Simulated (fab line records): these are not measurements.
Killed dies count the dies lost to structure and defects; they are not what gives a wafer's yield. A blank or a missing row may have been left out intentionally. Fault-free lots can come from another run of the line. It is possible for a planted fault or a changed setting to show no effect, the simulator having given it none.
Comparing a struck lot with a sound one || flow n5 finfet || 35 out of 1938 route steps
Sound: these wafers, L374.1, L374.2, L374.5. Wafers struck: L366.1, L366.3, L366.4. At the end, the cause is stated.
Each step with rows lists, per side, the tool, then ch with its chambers, then its first start. Under that, the readings that differ: sound wafers || struck wafers || difference of the means || sigmas: that difference in standard deviations of wafers without a fault.
alike: a reading whose means differ by less than 2 such deviations, as well as words and numbers matching on both sides. not compared: withheld readings; readings where some wafer has no value; bounds like >300 that might hide an equal value; numbers whose values overlap and for which the record gives no deviation.
A row with sigmas, a row that says differs or no value, or rows on one side alone: a step with any of these is where the two part. Numbers that don't overlap but have no deviation are shown without sigmas and don't part them. A reading missing from all wafers of one side parts the sides only when that side holds two or more wafers.

first, 9 steps without rows for these wafers: N5_STI_FIN_REVEAL_PRECLEAN_18 (cleans in SC2, time 45 s); N5_STI_FIN_REVEAL_SRD_28 (time 30 s); N5_DUMMY_GATE_PRECLEAN_00 (cleans in O3/DIW, time 60 s); N5_DUMMY_GATE_SRD_01 (time 30 s); N5_DUMMY_GATE_ALD_02 (deposits SiO2, target thk 2 nm, pulse time 1 s); N5_DUMMY_GATE_CVD_03 (deposits a-Si from SiH4, target thk 150 nm, time 8042 s); N5_DUMMY_GATE_PRECLEAN_46 (cleans in DIW, time 89.5 s); N5_DUMMY_GATE_SRD_47 (dry time 32 s); N5_DUMMY_GATE_CMP_04 (polishes a-Si).
N5_DUMMY_GATE_HM_DEP_06: deposits SiNx from DCS/NH3, target thk 80 nm, time 5141 s.
  sound on lpcvd-02 ch 1/15,1/20,1/34, day 8 12:46; struck on lpcvd-01 ch 0/65,0/75,0/79, day 6 14:46
{"reading": "spike tc bottom C (C)", "sound": "723.2 723.2 723.2", "struck": "715.9 715.9 715.9", "difference": -7.3, "sigmas": -3}
{"reading": "spike tc top C (C)", "sound": "719 719 719", "struck": "712 712 712", "difference": -7, "sigmas": -2}
{"reading": "model.SiNx_of_DUMMY_GATE_HM_DEP_06.thk nm (nm)", "sound": "81.4 82.2 81.2", "struck": "123.6 123 123.8", "difference": "+41.9", "sigmas": ""}
then, 24 steps without rows for these wafers: N5_DUMMY_GATE_PECVD_30 (deposits SiO2 from TEOS/O2, target thk 55 nm, time 10.8 s); N5_DUMMY_GATE_COAT_34 (time 60 s, resist thk 60 nm); N5_DUMMY_GATE_COAT_35 (time 60 s, resist thk 10 nm); N5_DUMMY_GATE_COAT_28 (time 60 s, resist thk 10 nm); N5_DUMMY_GATE_COAT_09 (resist thk 30 nm); N5_DUMMY_GATE_EBR_11; N5_DUMMY_GATE_SOFTBAKE_10 (time 60 s); N5_DUMMY_GATE_EXPOSE_12 (exposes mask GATE, target cd 25 nm); N5_DUMMY_GATE_PEB_13 (peb time 60 s); N5_DUMMY_GATE_DEVELOP_14 (develop time 30 s); N5_DUMMY_GATE_DESCUM_20 (chemistry O2, time 6.2 s); N5_DUMMY_GATE_ETCH_29 (etches underlayer in N2/H2, target depth 13 nm); N5_DUMMY_GATE_ETCH_36 (etches SiARC in CF4, target depth 13 nm); N5_DUMMY_GATE_ETCH_37 (etches SOC in N2/H2, target depth 60 nm, overetch 30 nm); N5_DUMMY_GATE_STRIP_38 (strips in N2/H2); N5_DUMMY_GATE_STRIP_39 (strips in N2/H2); N5_DUMMY_GATE_TRIM_49 (chemistry O2, time 29 s, target cd 14 nm); N5_DUMMY_GATE_STRIP_40 (strips in CF4); N5_DUMMY_GATE_ETCH_31 (etches SiO2 in C4F6/O2, target depth 82.5 nm, time 27.5 s); N5_DUMMY_GATE_STRIP_41 (strips in O2); N5_DUMMY_GATE_HM_OPEN_21 (chemistry CH3F/O2, target SiNx, target depth 120 nm, time 171.4 s); N5_DUMMY_GATE_ETCH_32 (etches SiO2 in CF4, target depth 3.5 nm, time 3.9 s); N5_DUMMY_GATE_ETCH_23 (etches poly-Si in HBr/Cl2/O2, target depth 41 nm, time 22.3 s); N5_DUMMY_GATE_ETCH_44 (etches poly-Si in HBr/O2, stops on SiO2, target depth 127.5 nm).
N5_ILD0_CMP_03: polishes, stops on SiNx, t overpolish 1.9 s, target thk 197.38 nm.
  sound on cmp-03 ch 2,3, day 9 08:13; struck on cmp-03 ch 1,2,3, day 7 09:20
{"reading": "model.SiNx_of_DUMMY_GATE_HM_DEP_06.thk nm (nm)", "sound": "78.4 79.2 78", "struck": "120.6 119.8 120.8", "difference": "+41.9", "sigmas": ""}
  alike: motor current A, overpolish run s, time to endpoint s
  not compared: pad life wafers

== WHERE THEY PART ==
N5_DUMMY_GATE_HM_DEP_06 only, going by this record. Later steps at which nothing parts them and some readings are alike: N5_ILD0_CMP_03.

WHY: whatever the simulator had introduced
Drift in process parameters on lpcvd-01 at N5_DUMMY_GATE_HM_DEP_06, starting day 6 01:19. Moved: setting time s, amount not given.
